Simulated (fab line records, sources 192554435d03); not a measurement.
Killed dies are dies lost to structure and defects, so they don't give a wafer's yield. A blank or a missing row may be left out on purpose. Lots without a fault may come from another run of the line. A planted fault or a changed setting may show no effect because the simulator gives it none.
fab line records | flow n5_finfet | part 2 of 2: steps 20 to 29 of 29
record lots=5 wafers=15 last_day=19
route steps=1938 shown HKMG_FIN@399
lots that met no fault: from a run of the same line without faults
start_h: hours from the record's first day to the start of the lot's first wafer shown | wait_h: hours since the lot's step before | " the same as in the row above | L1.1+2: a row that stands for several wafers | - no value, or no start given | * or withheld: withheld | < > ~ a bound
route shown NAME@n: a module of which the file shows steps, and the number in the route of the first | usual: mean/standard deviation of fault-free wafers | same: alike in all rows | chamber/n: place in a boat | sites: the reading at each site | _std_site: their standard deviation | _edge_site: outer sites' mean less inner sites' | radius_mm: how far each site lies from the wafer's centre | mask NAME#n: copy n | behind: the tool/chamber that last shaped the wafer | hold: why the lot was held/for how many hours/how that ended | device: the transistor (n, p or np) that didn't switch | end of line: the same wafers' tests at the end of the route | a step without rows: its recipe alone | killed: dies lost to structure and defects at the first sort, not the wafer's yield | map: a wafer's dies, x killed, . not, _ none there
set.NAME: the setting as run; set.NAME@STEP: as run at that earlier step | model.NAME: the simulator's own value behind a step, which no gauge read
lots at some steps of the route; a table a step, a row a wafer
services: from which hour (start_h, from the record's first day; less than 0 if before it) a tool's chamber was out of use, for how many hours, and why
## steps
# step N5_HKMG_FIN_WET_ETCH_82
# recipe chemistry=dHCl mix=1:10000 temp_c=25 target=La2O3 stop_on=HfO2 target_depth_nm=2 dry=ipa_marangoni rinse_time_s=30 rinse_temp_c=23
# columns lot.wafer tool chamber start_h wait_h
L079.2+4+5 wet_bench-05 7,1,3 105.14 0.0
L081.3+4+6 wet_bench-05 1,3,2 117.79 0.0
L086.2+4+6 wet_bench-05 3,7,5 148.38 0.0
L087.1+3+4 wet_bench-06 6,7,5 152.74 0.0
L097.2+4+5 wet_bench-03 6,2,5 215.04 0.0
# step N5_HKMG_FIN_ALD_36
# recipe material=TiN target_thk_a=10 temp_c=400 ald_precursor_family=TiCl4 ald_co_reactant=NH3 pulse_time_s=1 purge_time_s=3 co_reactant_purge_time_s=2 co_reactant_pulse_time_s=2 ald_cycles=47 pressure_torr=3
# usual heater_power_w=856/91 precursor_pulse_height_rel=1.000/0.021 susceptor_temp_C=400.01/0.22
# columns lot.wafer tool chamber start_h wait_h heater_power_w precursor_pulse_height_rel susceptor_temp_C
L079.2 ald_metal-03 2 105.20 0.0 892 0.977 400.22
L079.4 " 3 " " 978 1.005 400.05
L079.5 " 1 " " 820 0.997 400.27
L081.3 ald_metal-04 0 117.85 0.0 907 0.985 399.90
L081.4 " 3 " " 680 0.964 400.50
L081.6 " 0 " " 916 0.982 399.91
L086.2 ald_metal-04 3 148.44 0.0 719 0.974 399.76
L086.4 " 2 " " 863 1.031 400.11
L086.6 " 0 " " 919 1.035 400.13
L087.1 ald_metal-03 2 152.80 0.0 888 0.979 400.36
L087.3 " 0 " " 1068 0.976 399.97
L087.4 " 3 " " 955 1.005 400.14
L097.2 ald_metal-04 0 215.10 0.0 909 1.006 400.09
L097.4 " 2 " " 889 0.985 400.00
L097.5 " 2 " " 882 1.036 399.89
# step N5_HKMG_FIN_THK_MEAS_70
# recipe thk_meas_gauge=xrf reads=HfO2_of_HKMG_FIN_HK_ALD_01
# usual HK_THK=1.593/0.021
# columns lot.wafer tool chamber start_h wait_h HK_THK[nm]
L079.2 film_metro-02 - 105.49 0.2 1.644
L079.4 " - " " 1.641
L079.5 " - " " 1.621
L081.3 film_metro-01 - 118.15 0.2 1.579
L081.4 " - " " 1.577
L081.6 " - " " 1.576
L086.2 film_metro-01 - 148.72 0.2 1.574
L086.4 " - " " 1.587
L086.6 " - " " 1.593
L087.1 film_metro-01 - 153.08 0.2 1.585
L087.3 " - " " 1.584
L087.4 " - " " 1.605
L097.2 film_metro-02 - 215.38 0.2 1.578
L097.4 " - " " 1.550
L097.5 " - " " 1.631
# step N5_HKMG_FIN_PWFM_ALD_03
# recipe material=TiN target_thk_a=20 temp_c=400 ald_precursor_family=TiCl4 ald_co_reactant=NH3 pulse_time_s=1 purge_time_s=3 co_reactant_purge_time_s=2 co_reactant_pulse_time_s=2 ald_cycles=91 pressure_torr=3
# usual heater_power_w=864/94 precursor_pulse_height_rel=1.003/0.02 susceptor_temp_C=400.01/0.22
# columns lot.wafer tool chamber start_h wait_h heater_power_w precursor_pulse_height_rel susceptor_temp_C
L079.2 ald_metal-04 3 105.52 0.0 710 1.008 399.73
L079.4 " 0 " " 932 1.014 400.18
L079.5 " 1 " " 838 0.986 399.64
L081.3 ald_metal-03 1 118.18 0.0 816 1.010 399.98
L081.4 " 3 " " 962 1.000 400.02
L081.6 " 3 " " 962 0.980 399.60
L086.2 ald_metal-03 2 148.76 0.0 873 1.004 399.86
L086.4 " 3 " " 997 1.004 400.06
L086.6 " 1 " " 826 1.030 400.21
L087.1 ald_metal-04 1 153.12 0.0 835 1.007 400.27
L087.3 " 3 " " 687 0.950 399.64
L087.4 " 0 " " 905 0.986 399.95
L097.2 ald_metal-02 0 215.42 0.0 933 1.035 400.53
L097.4 " 1 " " 857 1.027 400.43
L097.5 " 1 " " 853 0.954 400.29
# step N5_HKMG_FIN_COAT_29
# recipe resist=SOC temp_c=250 time_s=60 spin_rpm=1500 resist_thk_nm=300
# usual exhaust_pa=44.9/0.89
# columns lot.wafer tool chamber start_h wait_h exhaust_pa
L079.2 litho_track-02 0 105.99 0.2 45.5
L079.4 " 0 " " 43.6
L079.5 " 0 " " 45.7
L081.3 litho_track-03 0 118.67 0.3 44.4
L081.4 " 0 " " 44.0
L081.6 " 0 " " 44.7
L086.2 litho_track-03 0 149.23 0.2 46.0
L086.4 " 0 " " 45.4
L086.6 " 0 " " 45.3
L087.1 litho_track-02 0 153.59 0.2 45.7
L087.3 " 0 " " 45.8
L087.4 " 0 " " 46.3
L097.2 litho_track-03 0 215.89 0.2 45.5
L097.4 " 0 " " 45.4
L097.5 " 0 " " 45.9
# step N5_HKMG_FIN_COAT_30
# recipe resist=SiARC temp_c=220 time_s=60 spin_rpm=1500 resist_thk_nm=35
# usual exhaust_pa=44.9/0.84
# columns lot.wafer tool chamber start_h wait_h exhaust_pa
L079.2 litho_track-02 0 - - 43.6
L079.4 " 0 " " 44.5
L079.5 " 0 " " 44.9
L081.3 litho_track-03 0 - - 44.7
L081.4 " 0 " " 45.4
L081.6 " 0 " " 45.4
L086.2 litho_track-03 0 - - 45.1
L086.4 " 0 " " 44.7
L086.6 " 0 " " 45.0
L087.1 litho_track-02 0 - - 45.4
L087.3 " 0 " " 45.3
L087.4 " 0 " " 44.5
L097.2 litho_track-03 0 - - 46.0
L097.4 " 0 " " 45.1
L097.5 " 0 " " 45.3
# step N5_HKMG_FIN_COAT_06
# recipe resist=CAR-ArF spin_rpm=1500 resist_thk_nm=90
# usual exhaust_pa=45.0/0.82
# columns lot.wafer tool chamber start_h wait_h exhaust_pa
L079.2 litho_track-02 0 - - 45.7
L079.4 " 0 " " 44.8
L079.5 " 0 " " 44.3
L081.3 litho_track-03 0 - - 44.1
L081.4 " 0 " " 45.2
L081.6 " 0 " " 44.6
L086.2 litho_track-03 0 - - 44.5
L086.4 " 0 " " 45.5
L086.6 " 0 " " 45.5
L087.1 litho_track-02 0 - - 43.3
L087.3 " 0 " " 45.2
L087.4 " 0 " " 44.1
L097.2 litho_track-03 0 - - 46.2
L097.4 " 0 " " 44.6
L097.5 " 0 " " 46.2
# step N5_HKMG_FIN_EBR_08
# recipe solvent=PGMEA ebr_width_mm=1.5
# usual exhaust_pa=45.0/0.82
# columns lot.wafer tool chamber start_h wait_h exhaust_pa
L079.2 litho_track-02 0 - - 44.3
L079.4 " 0 " " 45.9
L079.5 " 0 " " 45.6
L081.3 litho_track-03 0 - - 44.7
L081.4 " 0 " " 44.8
L081.6 " 0 " " 45.0
L086.2 litho_track-03 0 - - 44.1
L086.4 " 0 " " 45.6
L086.6 " 0 " " 44.6
L087.1 litho_track-02 0 - - 45.8
L087.3 " 0 " " 44.9
L087.4 " 0 " " 44.9
L097.2 litho_track-03 0 - - 44.6
L097.4 " 0 " " 44.7
L097.5 " 0 " " 46.2
# step N5_HKMG_FIN_SOFTBAKE_07
# recipe temp_c=110 time_s=60 resist=CAR-ArF
# usual exhaust_pa=45.1/0.98
# columns lot.wafer tool chamber start_h wait_h exhaust_pa
L079.2 litho_track-02 0 - - 44.5
L079.4 " 0 " " 45.7
L079.5 " 0 " " 44.1
L081.3 litho_track-03 0 - - 44.5
L081.4 " 0 " " 45.2
L081.6 " 0 " " 45.7
L086.2 litho_track-03 0 - - 44.1
L086.4 " 0 " " 44.1
L086.6 " 0 " " 43.8
L087.1 litho_track-02 0 - - 45.2
L087.3 " 0 " " 45.8
L087.4 " 0 " " 44.2
L097.2 litho_track-03 0 - - 45.5
L097.4 " 0 " " 43.4
L097.5 " 0 " " 44.0
# step N5_HKMG_FIN_EXPOSE_09
# recipe mask_id=NWFM na=1.35 source_shape=conventional sigma_outer=0.8 polarization=unpolarized dose_mj=39.25
# usual focus_offset_nm=0.1/0.47
# columns lot.wafer tool chamber start_h wait_h mask focus_offset_nm
L079.2 arfi_scanner-01 0 106.12 - NWFM#0 0.1
L079.4 " 0 " " NWFM#0 0.1
L079.5 " 0 " " NWFM#0 0.1
L081.3 arfi_scanner-03 0 118.92 - NWFM#0 0.1
L081.4 " 0 " " NWFM#0 1.2
L081.6 " 0 " " NWFM#0 0.3
L086.2 arfi_scanner-01 0 149.48 - NWFM#0 1.2
L086.4 " 0 " " NWFM#0 0.6
L086.6 " 0 " " NWFM#0 0.9
L087.1 arfi_scanner-02 0 153.83 - NWFM#0 -0.4
L087.3 " 0 " " NWFM#0 -0.1
L087.4 " 0 " " NWFM#0 0.7
L097.2 arfi_scanner-01 0 216.01 - NWFM#0 -0.3
L097.4 " 0 " " NWFM#0 -0.6
L097.5 " 0 " " NWFM#0 0.0
## services
# columns tool chamber start_h hours kind
arfi_scanner-03 - 79.22 1.3 pm
arfi_scanner-03 - 86.51 1.0 pm
rie_diel-02 2 98.10 16.2 repair
arfi_scanner-02 - 99.92 0.6 repair
arfi_scanner-02 - 101.05 10.1 repair
arfi_scanner-03 - 111.78 0.8 pm
arfi_scanner-02 - 113.50 0.8 pm
ald_metal-04 - 115.64 0.8 repair
arfi_scanner-02 - 117.53 1.3 pm
rie_diel-05 3 118.81 5.5 repair
arfi_scanner-01 - 136.23 1.3 pm
arfi_scanner-01 - 138.72 0.2 repair
ald_metal-02 3 143.51 13.5 repair
thermal_cvd_si-02 - 153.69 14.6 pm
rie_diel-02 0 153.84 5.9 repair
rie_diel-02 1 156.34 5.9 repair
ald_metal-02 - 159.49 8.7 pm
thermal_cvd_si-01 - 168.29 2.8 pm
ald_metal-03 1 172.90 21.4 repair
arfi_scanner-01 - 187.37 4.9 pm
rie_diel-02 0 190.66 4.0 repair
ald_metal-04 - 200.56 1.5 repair
arfi_scanner-01 - 210.01 0.8 pm
rie_diel-02 2 212.97 7.8 repair
